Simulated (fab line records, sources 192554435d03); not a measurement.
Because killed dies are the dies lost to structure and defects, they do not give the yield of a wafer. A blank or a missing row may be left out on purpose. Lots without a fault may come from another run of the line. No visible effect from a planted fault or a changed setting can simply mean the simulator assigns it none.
fab line records	flow n5-finfet
record lots=6	wafers=18	last-day=19
route steps=1938 shown GATE_CUT@514 MOL_CONTACT_COAG@517 BEOL_M4@1111
lots untouched by any fault: they come from a run of this same line in which no faults occurred
start-h: hours from the record's opening day to when the first of the lot's shown wafers began	wait-h: how many hours have passed since the lot's step before this one	" identical to the entry in the row above	L1.1+2: several wafers, shown together as one row	- either no value or no given start	* or withheld: withheld	< > ~ a bound
route shown NAME@n: names a module that has steps shown in the file, with the first one's number in the route	usual: average and standard deviation across the fault-free wafers	same: alike in all rows	chamber/n: place in a boat	sites: the reading at each site	_std_site: standard deviation across them	_edge_site: outer sites' mean less inner sites'	radius-mm: for every site, how far away it sits from the centre of the wafer	mask NAME#n: copy n	behind: the most recent tool/chamber to have shaped the wafer	hold: the reason the lot was held/the length of the hold in hours/how it ended	device: transistor that didn't switch, given as n, p or np	end of line: tests of these same wafers at the route's end	for a step that has no rows: nothing shown but its recipe	killed: not the wafer's yield, but the dies lost to structure and defects at the first sort	map: shows each die of a wafer: x if killed, . if not, _ if none is there
set.NAME: the run value of the setting; set.NAME@STEP: its run value at that earlier step	model.NAME: the simulator's own value behind a step, which no gauge read
lots seen at some steps along the route; tables by step, rows by wafer
services: a tool's chamber out of use, with start hour (start-h, from the record's first day; less than 0 if before it), hours out, and reason
## steps
# step N5_GATE_CUT_CMP_61
# recipe stop-on=SiNx	t-overpolish-s=3	post-cmp-clean=alkaline-brush	down-force-psi=4	platen-rpm=27.09	pad-velocity-m-s=0.539
# usual motor-current-A=12.1/0.7	slurry-flow-ml-min=150.1/0.48
lot.wafer	tool	chamber	start-h	wait-h	motor-current-A	slurry-flow-ml-min
L508.3	cmp-01	0	100.92	0.4	12.8	149.7
L508.2	"	2	"	"	12.0	149.6
L508.5	"	1	"	"	12.2	149.5
L509.4	cmp-03	0	102.22	0.4	11.0	150.2
L509.3	"	1	"	"	13.4	150.7
L509.5	"	1	"	"	13.1	151.5
L514.3	cmp-03	2	125.49	0.3	12.4	150.1
L514.1	"	3	"	"	12.4	149.3
L514.6	"	1	"	"	12.8	149.4
L517.4	cmp-03	0	142.09	0.3	10.7	149.6
L517.1	"	2	"	"	12.2	150.4
L517.5	"	0	"	"	10.7	149.0
L529.1	cmp-04	2	215.50	0.4	11.0	150.0
L529.3	"	3	"	"	12.3	150.4
L529.4	"	1	"	"	12.1	148.8
L530.3	cmp-03	2	221.68	0.4	11.9	149.7
L530.1	"	3	"	"	12.7	150.0
L530.4	"	0	"	"	10.3	149.8
# step N5_GATE_CUT_INSPECT_26
# recipe inspect-instrument=darkfield	mode=post-cmp
# usual raw-defect-count=42/17
lot.wafer	tool	chamber	start-h	wait-h	raw-defect-count
L508.2	defect-inspect-02	-	101.16	0.0	58
L508.3	"	-	"	"	49
L508.5	"	-	"	"	47
L509.3	defect-inspect-02	-	102.45	0.0	48
L509.4	"	-	"	"	55
L509.5	"	-	"	"	53
L514.1	defect-inspect-01	-	125.66	0.0	40
L514.3	"	-	"	"	24
L514.6	"	-	"	"	51
L517.1	defect-inspect-01	-	142.29	0.0	18
L517.4	"	-	"	"	46
L517.5	"	-	"	"	30
L529.1	defect-inspect-02	-	215.73	0.0	35
L529.3	"	-	"	"	39
L529.4	"	-	"	"	54
L530.1	defect-inspect-02	-	221.91	0.0	30
L530.3	"	-	"	"	44
L530.4	"	-	"	"	20
# step N5_MOL_CONTACT_COAG_COAT_103
# recipe resist=SOC	temp-c=250	time-s=60	spin-rpm=1500	resist-thk-nm=80
# step N5_MOL_CONTACT_COAG_COAT_104
# recipe resist=SiARC	temp-c=220	time-s=60	spin-rpm=1500	resist-thk-nm=12
# step N5_MOL_CONTACT_COAG_COAT_58
# recipe resist=underlayer	temp-c=205	time-s=60	spin-rpm=1500	resist-thk-nm=10
# step N5_MOL_CONTACT_COAG_COAT_02
# recipe resist=CAR-EUV	spin-rpm=1500	resist-thk-nm=30
# step N5_MOL_CONTACT_COAG_EBR_04
# recipe solvent=PGMEA	ebr-width-mm=1.5
# step N5_MOL_CONTACT_COAG_SOFTBAKE_03
# recipe temp-c=110	time-s=60	resist=CAR-EUV
# step N5_MOL_CONTACT_COAG_EXPOSE_05
# recipe mask-id=CA	na=0.33	source-shape=annular	sigma-inner=0.4	sigma-outer=0.8	polarization=unpolarized	defocus-nm=0	dose-mj=38.25
# step N5_MOL_CONTACT_COAG_PEB_06
# recipe peb-temp-c=100	peb-time-s=60	resist=CAR-EUV
# step N5_MOL_CONTACT_COAG_DEVELOP_07
# recipe develop-time-s=30	developer=TMAH	resist=CAR-EUV	rinse-liquid=surfactant-rinse	dry=air-spin	dev-temp-c=23
# step N5_MOL_CONTACT_COAG_CD_MEAS_08
# recipe target-cd-nm=28	landing-energy-ev=500	detector=se-inlens	polarity=opening
# usual cd-nm=28.12/0.25
lot.wafer	tool	chamber	start-h	wait-h	cd-nm
L508.2	cd-sem-03	0	101.45	-	28.42
L508.3	"	0	"	"	28.26
L508.5	"	0	"	"	28.09
L509.3	cd-sem-02	0	102.75	-	27.98
L509.4	"	0	"	"	28.50
L509.5	"	0	"	"	28.25
L514.1	cd-sem-01	0	125.96	-	28.31
L514.3	"	0	"	"	28.13
L514.6	"	0	"	"	28.22
L517.1	cd-sem-03	0	142.59	-	28.23
L517.4	"	0	"	"	28.35
L517.5	"	0	"	"	27.89
L529.1	cd-sem-01	0	216.03	-	29.04
L529.3	"	0	"	"	29.60
L529.4	"	0	"	"	28.90
L530.1	cd-sem-01	0	222.21	-	29.20
L530.3	"	0	"	"	29.28
L530.4	"	0	"	"	28.70
# step N5_MOL_CONTACT_COAG_OVL_MEAS_09
# recipe points-per-wafer=522
# usual CA_OVL=-0.3/0.83
lot.wafer	tool	chamber	start-h	wait-h	CA_OVL[nm]
L508.2	overlay-02	0	101.49	0.0	0.1
L508.3	"	0	"	"	0.1
L508.5	"	0	"	"	1.5
L509.3	overlay-01	0	102.79	0.0	-1.2
L509.4	"	0	"	"	-0.2
L509.5	"	0	"	"	-0.4
L514.1	overlay-01	0	125.99	0.0	-0.5
L514.3	"	0	"	"	-0.7
L514.6	"	0	"	"	-1.6
L517.1	overlay-01	0	142.63	0.0	1.1
L517.4	"	0	"	"	1.6
L517.5	"	0	"	"	0.9
L529.1	overlay-02	0	216.06	0.0	1.0
L529.3	"	0	"	"	0.2
L529.4	"	0	"	"	0.4
L530.1	overlay-02	0	222.24	0.0	0.2
L530.3	"	0	"	"	0.5
L530.4	"	0	"	"	0.7
# step N5_MOL_CONTACT_COAG_INSPECT_10
# recipe mode=adi	inspect-instrument=brightfield
# usual raw-defect-count=75/27
lot.wafer	tool	chamber	start-h	wait-h	raw-defect-count
L508.2	defect-inspect-02	-	101.54	0.0	100
L508.3	"	-	"	"	101
L508.5	"	-	"	"	76
L509.3	defect-inspect-02	-	102.84	0.0	89
L509.4	"	-	"	"	99
L509.5	"	-	"	"	87
L514.1	defect-inspect-02	-	126.05	0.1	78
L514.3	"	-	"	"	50
L514.6	"	-	"	"	100
L517.1	defect-inspect-02	-	142.69	0.1	46
L517.4	"	-	"	"	88
L517.5	"	-	"	"	70
L529.1	defect-inspect-02	-	216.12	0.1	79
L529.3	"	-	"	"	85
L529.4	"	-	"	"	83
L530.1	defect-inspect-01	-	222.30	0.1	47
L530.3	"	-	"	"	70
L530.4	"	-	"	"	38
# step N5_MOL_CONTACT_COAG_DESCUM_13
# recipe chemistry=O2	time-s=7	source-power-w=50	bias-power-w=20	pressure-mtorr=20	rf-frequency-hz=2.712e+07	temp-c=40	resist=CAR-EUV	o2-flow-sccm=225
# usual chamber-pressure-mTorr=20.000/0.019	drypump-motor-current-A=5.9/0.54	oes-product-au=0.81/0.075	rf-vpp-V=242.8/1.5	showerhead-plenum-p-Torr=2.07/0.08	throttle-valve-pct=20.37/0.24
lot.wafer	tool	chamber	start-h	wait-h	chamber-pressure-mTorr	drypump-motor-current-A	oes-product-au	rf-hours-counter-h	rf-vpp-V	showerhead-plenum-p-Torr	throttle-valve-pct
L508.2	rie-diel-05	0	102.33	0.8	20.033	5.4	0.91	-	245.3	2.12	20.10
L508.3	"	0	"	"	20.039	5.4	0.91	-	242.3	2.12	20.11
L508.5	"	0	"	"	19.955	5.4	0.90	-	243.2	2.12	20.11
L509.3	rie-diel-03	2	103.60	0.8	19.972	6.7	0.89	29	243.0	2.13	20.47
L509.4	"	1	"	"	20.002	6.5	0.91	14	244.3	2.14	20.15
L509.5	"	3	"	"	20.012	5.6	0.70	-	245.4	2.16	20.96
L514.1	rie-diel-03	3	126.08	0.0	20.006	5.6	0.70	217	244.1	2.16	20.97
L514.3	"	2	"	"	19.982	6.7	0.87	41	244.3	2.13	20.49
L514.6	"	2	"	"	20.014	6.7	0.88	-	243.1	2.13	20.50
L517.1	rie-diel-03	1	142.72	0.0	19.998	6.5	0.87	30	242.6	2.14	20.18
L517.4	"	2	"	"	19.980	6.7	0.87	46	243.7	2.13	20.50
L517.5	"	2	"	"	20.011	6.7	0.87	-	243.0	2.13	20.51
L529.1	rie-diel-05	1	216.15	0.0	20.006	6.1	0.92	31	243.1	2.04	20.23
L529.3	"	3	"	"	20.007	5.5	0.90	17	242.0	2.05	20.04
L529.4	"	2	"	"	20.018	5.6	0.74	206	242.9	2.17	20.62
L530.1	rie-diel-03	0	222.33	0.0	20.024	6.0	0.82	84	241.9	2.01	20.39
L530.3	"	3	"	"	20.011	5.6	0.68	249	245.1	2.15	21.00
L530.4	"	2	"	"	19.983	6.7	0.83	71	243.9	2.12	20.54
# step N5_MOL_CONTACT_COAG_ETCH_59
# recipe chemistry=N2/H2	target=underlayer	target-depth-a=130	mask-material=CAR-EUV	time-s=10.4	ion-energy-ev=200	pressure-mtorr=30	source-w=840	bias-w=150	n2-flow-sccm=200	h2-flow-sccm=200	ends=cleared
# usual chamber-pressure-mTorr=30.00/0.03	drypump-motor-current-A=5.9/0.54	etch-rf-on-time-s=10.35/0.23	oes-product-au=0.69/0.062	rf-vpp-V=523.3/2.7	showerhead-plenum-p-Torr=2.52/0.1	throttle-valve-pct=17.80/0.25
lot.wafer	tool	chamber	start-h	wait-h	chamber-pressure-mTorr	drypump-motor-current-A	etch-rf-on-time-s	oes-product-au	rf-hours-counter-h	rf-vpp-V	showerhead-plenum-p-Torr	throttle-valve-pct
L508.2	rie-diel-05	0	102.43	0.1	29.99	5.3	10.25	0.78	-	524.8	2.59	17.63
L508.3	"	0	"	"	29.96	5.4	10.21	0.78	-	525.4	2.59	17.65
L508.5	"	0	"	"	29.95	5.3	10.21	0.78	-	526.8	2.59	17.65
L509.3	rie-diel-03	2	103.64	0.0	29.99	6.7	9.97	0.77	29	525.9	2.59	17.85
L509.4	"	1	"	"	30.03	6.5	10.50	0.78	14	527.1	2.60	17.54
L509.5	"	3	"	"	29.99	5.6	10.26	0.61	-	527.1	2.63	18.38
L514.1	rie-diel-03	3	126.12	0.0	30.00	5.6	10.21	0.60	217	527.3	2.63	18.38
L514.3	"	2	"	"	29.99	6.7	10.00	0.75	41	525.9	2.59	17.85
L514.6	"	2	"	"	29.99	6.7	10.02	0.75	-	525.6	2.59	17.84
L517.1	rie-diel-03	1	142.76	0.0	30.05	6.5	10.50	0.75	30	525.8	2.59	17.59
L517.4	"	2	"	"	30.01	6.7	10.15	0.74	46	525.1	2.58	17.86
L517.5	"	2	"	"	30.02	6.7	10.15	0.74	-	526.4	2.58	17.87
L529.1	rie-diel-05	1	216.19	0.0	30.04	6.2	10.44	0.77	31	521.3	2.47	17.60
L529.3	"	3	"	"	29.96	5.5	10.34	0.78	17	522.6	2.48	17.35
L529.4	"	2	"	"	29.97	5.6	9.92	0.65	206	525.1	2.63	18.02
L530.1	rie-diel-03	0	222.37	0.0	29.99	6.0	10.44	0.70	84	521.7	2.47	18.04
L530.3	"	3	"	"	30.05	5.6	10.32	0.59	249	524.9	2.61	18.45
L530.4	"	2	"	"	30.03	6.7	10.16	0.70	71	524.1	2.57	17.91
# step N5_MOL_CONTACT_COAG_ETCH_105
# recipe chemistry=CF4	target=SiARC	target-depth-a=156	mask-material=CAR-EUV	time-s=26	ion-energy-ev=80	pressure-mtorr=40	source-w=545	bias-w=36	Ar_flow_sccm=100	cf4-flow-sccm=100	ends=cleared
# usual chamber-pressure-mTorr=40.00/0.039	drypump-motor-current-A=5.9/0.54	etch-rf-on-time-s=25.9/0.65	oes-product-au=0.69/0.064	rf-vpp-V=183.8/1.4	showerhead-plenum-p-Torr=2.12/0.082	throttle-valve-pct=15.58/0.24
lot.wafer	tool	chamber	start-h	wait-h	chamber-pressure-mTorr	drypump-motor-current-A	etch-rf-on-time-s	oes-product-au	rf-hours-counter-h	rf-vpp-V	showerhead-plenum-p-Torr	throttle-valve-pct
L508.2	rie-diel-05	0	102.49	0.1	40.00	5.3	25.9	0.77	-	182.7	2.20	15.47
L508.3	"	0	"	"	39.98	5.4	25.9	0.77	-	186.0	2.20	15.47
L508.5	"	0	"	"	39.94	5.4	25.7	0.77	-	183.7	2.20	15.46
L509.3	rie-diel-03	2	103.66	0.0	39.90	6.7	24.7	0.77	29	184.1	2.19	15.68
L509.4	"	1	"	"	40.04	6.5	26.3	0.79	14	184.0	2.19	15.29
L509.5	"	3	"	"	40.00	5.6	26.3	0.61	-	186.1	2.21	16.13
L514.1	rie-diel-03	3	126.14	0.0	40.00	5.6	26.2	0.60	217	186.3	2.21	16.13
L514.3	"	2	"	"	40.02	6.7	25.0	0.75	41	183.8	2.19	15.68
L514.6	"	2	"	"	40.06	6.7	25.0	0.75	-	185.7	2.19	15.68
L517.1	rie-diel-03	1	142.78	0.0	39.92	6.5	26.2	0.75	30	184.9	2.18	15.33
L517.4	"	2	"	"	39.92	6.7	25.2	0.74	46	184.4	2.18	15.69
L517.5	"	2	"	"	39.98	6.7	25.1	0.74	-	186.5	2.18	15.71
L529.1	rie-diel-05	1	216.21	0.0	40.02	6.2	25.7	0.78	31	183.0	2.10	15.46
L529.3	"	3	"	"	40.01	5.5	25.8	0.79	17	183.8	2.11	15.25
L529.4	"	2	"	"	39.95	5.6	24.7	0.65	206	184.8	2.22	15.83
L530.1	rie-diel-03	0	222.39	0.0	40.04	6.0	26.2	0.70	84	183.3	2.09	15.65
L530.3	"	3	"	"	40.00	5.6	25.9	0.59	249	183.8	2.20	16.19
L530.4	"	2	"	"	40.00	6.7	25.4	0.71	71	185.1	2.18	15.74
# step N5_MOL_CONTACT_COAG_ETCH_106
# recipe chemistry=N2/H2	target=SOC	target-depth-a=800	overetch-a=160	mask-material=SiARC	temp-c=40	time-s=120	ion-energy-ev=200	pressure-mtorr=30	source-w=840	bias-w=150	n2-flow-sccm=200	h2-flow-sccm=200
# usual chamber-pressure-mTorr=30.001/0.028	drypump-motor-current-A=5.9/0.54	oes-product-au=0.72/0.062	rf-vpp-V=523.3/2.8	showerhead-plenum-p-Torr=2.52/0.1	throttle-valve-pct=17.77/0.25
lot.wafer	tool	chamber	start-h	wait-h	chamber-pressure-mTorr	drypump-motor-current-A	oes-product-au	rf-hours-counter-h	rf-vpp-V	showerhead-plenum-p-Torr	throttle-valve-pct	model.MOL_CONTACT_COAG.cd-offset-nm
L508.2	rie-diel-05	0	102.60	0.1	30.020	5.4	0.79	-	525.5	2.59	17.61	0
L508.3	"	0	"	"	29.976	5.4	0.80	-	526.9	2.59	17.61	0.2
L508.5	"	0	"	"	29.976	5.4	0.80	-	525.9	2.59	17.60	-0.2
L509.3	rie-diel-03	1	103.69	0.0	29.985	6.5	0.83	14	526.4	2.60	17.52	0.4
L509.4	"	2	"	"	29.967	6.7	0.79	29	527.7	2.59	17.80	0.2
L509.5	"	3	"	"	29.960	5.6	0.64	-	527.1	2.63	18.33	0
L514.1	rie-diel-03	3	126.17	0.0	30.023	5.6	0.63	217	527.0	2.63	18.36	-0.2
L514.3	"	2	"	"	29.991	6.7	0.77	41	525.6	2.59	17.81	0.2
L514.6	"	2	"	"	29.991	6.7	0.77	-	525.2	2.59	17.83	0
L517.1	rie-diel-03	1	142.81	0.0	30.001	6.5	0.79	30	526.0	2.59	17.57	0.2
L517.4	"	2	"	"	29.989	6.7	0.76	46	524.6	2.58	17.84	0.2
L517.5	"	2	"	"	29.966	6.7	0.76	-	523.7	2.58	17.84	0
L529.1	rie-diel-05	1	216.24	0.0	29.992	6.2	0.81	31	522.5	2.47	17.55	-0.2
L529.3	"	3	"	"	29.967	5.5	0.81	17	521.5	2.48	17.35	0
L529.4	"	2	"	"	29.974	5.6	0.66	206	525.5	2.63	18.01	-0.2
L530.1	rie-diel-03	0	222.42	0.0	29.982	6.0	0.73	84	520.9	2.47	18.02	0
L530.3	"	3	"	"	29.972	5.6	0.61	249	525.9	2.61	18.42	-0.2
L530.4	"	2	"	"	30.004	6.7	0.73	71	524.2	2.57	17.87	-0.6
# step N5_MOL_CONTACT_COAG_STRIP_107
# recipe chemistry=N2/H2	temp-c=40	n2-flow-sccm=200	h2-flow-sccm=200	rf-frequency-hz=6e+07
# step N5_BEOL_M4_RC_MEAS_101
# usual DIBL_N=36.0/1.7	DIBL_P=36.2/1.9	IOFF_N=0.154/0.028	IOFF_P=0.21/0.036	ION_N=675/11	ION_P=463/8.3	SS_N=71.4/0.63	SS_P=73.2/0.55	VT_N=250.2/3	VT_P=-251/3.7
lot.wafer	tool	chamber	start-h	wait-h	DIBL_N[mV/V]	DIBL_P[mV/V]	IOFF_N[nA/um]	IOFF_P[nA/um]	ION_N[uA/um]	ION_P[uA/um]	SS_N[mV/dec]	SS_P[mV/dec]	VT_N[mV]	VT_P[mV]
L508.2	prober-02	0	192.96	0.2	36.5	36.0	0.173	0.28	703	491	70.8	73.6	246.7	-242
L508.3	"	0	"	"	36.5	35.7	0.157	0.26	687	473	71.4	73.4	249.5	-244
L508.5	"	0	"	"	34.7	33.6	0.138	0.22	690	479	70.2	72.9	249.6	-245
L509.3	prober-01	0	197.75	0.3	38.6	37.1	0.169	0.22	669	460	72.1	74.1	251.6	-250
L509.4	"	0	"	"	37.7	37.1	0.153	0.22	668	459	71.8	73.8	252.2	-249
L509.5	"	0	"	"	38.5	38.1	0.171	0.26	667	463	71.6	74.1	250.9	-248
L514.1	prober-02	0	264.69	0.0	35.4	36.1	0.153	0.20	687	470	71.2	72.3	248.5	-250
L514.3	"	0	"	"	34.7	35.4	0.131	0.18	674	461	71.7	72.9	253.1	-253
L514.6	"	0	"	"	34.9	34.5	0.126	0.17	667	452	71.0	72.5	253.9	-257
L517.1	prober-02	0	281.91	0.0	36.8	34.9	0.152	0.18	660	448	71.8	73.0	253.4	-254
L517.4	"	0	"	"	34.3	33.4	0.118	0.17	666	458	71.0	73.1	252.1	-253
L517.5	"	0	"	"	35.0	34.5	0.134	0.18	670	461	71.5	72.9	247.7	-250
L529.1	prober-02	0	342.53	0.0	35.8	36.0	0.154	0.23	668	470	70.8	72.6	248.9	-245
L529.3	"	0	"	"	33.1	33.3	0.116	0.19	678	473	71.0	72.5	251.4	-248
L529.4	"	0	"	"	37.5	38.5	0.195	0.27	682	474	72.5	73.5	245.2	-248
L530.1	prober-01	0	344.15	0.0	37.2	37.7	0.191	0.28	681	471	71.9	73.7	248.2	-247
L530.3	"	0	"	"	38.5	38.3	0.218	0.29	704	482	72.1	74.1	243.7	-244
L530.4	"	0	"	"	39.2	38.9	0.211	0.30	681	472	72.8	72.8	246.9	-244
## services
tool	chamber	start-h	hours	kind
cmp-03	-	77.30	4.0	pm
cmp-03	-	81.30	-	consumable-replace:conditioner
cmp-03	-	81.30	-	consumable-replace:pad
rie-diel-05	1	84.10	21.9	repair
cmp-03	-	91.82	0.2	repair
rie-diel-05	3	96.30	1.8	repair
rie-diel-05	2	100.11	16.3	repair
rie-diel-05	1	116.46	-	clean
rie-diel-05	1	116.46	-	consumable-replace:focus-ring
cmp-01	-	117.61	0.3	repair
rie-diel-05	3	119.45	6.4	repair
cmp-01	-	124.10	1.0	repair
cmp-04	-	134.18	0.7	repair
rie-diel-05	3	134.83	-	clean
rie-diel-05	3	134.83	-	consumable-replace:focus-ring
rie-diel-05	3	134.83	29.9	scheduled-down
rie-diel-05	3	134.83	29.9	vent-cycle
cmp-01	-	141.71	3.6	repair
rie-diel-03	2	157.49	2.7	repair
cmp-03	-	181.07	4.2	pm
cmp-03	-	187.94	1.7	repair
cmp-04	-	200.39	4.0	pm
cmp-04	-	204.39	-	consumable-replace:conditioner
cmp-03	-	220.37	0.8	repair
## key
first-sign step=N5_MOL_CONTACT_COAG_CD_MEAS_08	reading=cd-nm	direction=up	sigmas=4.1	usual=28.12	struck=29.12
effect none on later readings
model-effect step=N5_MOL_CONTACT_COAG_ETCH_106	value=MOL_CONTACT_COAG.cd-offset-nm	without=-0.03333	struck=-0.2
met-at N5_MOL_CONTACT_COAG_CD_MEAS_08
struck-wafers L529.1,L529.3,L529.4,L530.1,L530.3,L530.4
loop-trim step=N5_MOL_CONTACT_COAG_EXPOSE_05	setting=dose	lots=L530
onset-between 125.96 216.03
also-fits time
fault kind=metrology-matching-offset	tool=cd-sem-01	chamber=-	onset-h=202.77	steps=N5_MOL_CONTACT_COAG_CD_MEAS_08	param=cd-nm	offset=1.2008
# loop-trim: a control loop set the setting to another value than it would have without faults
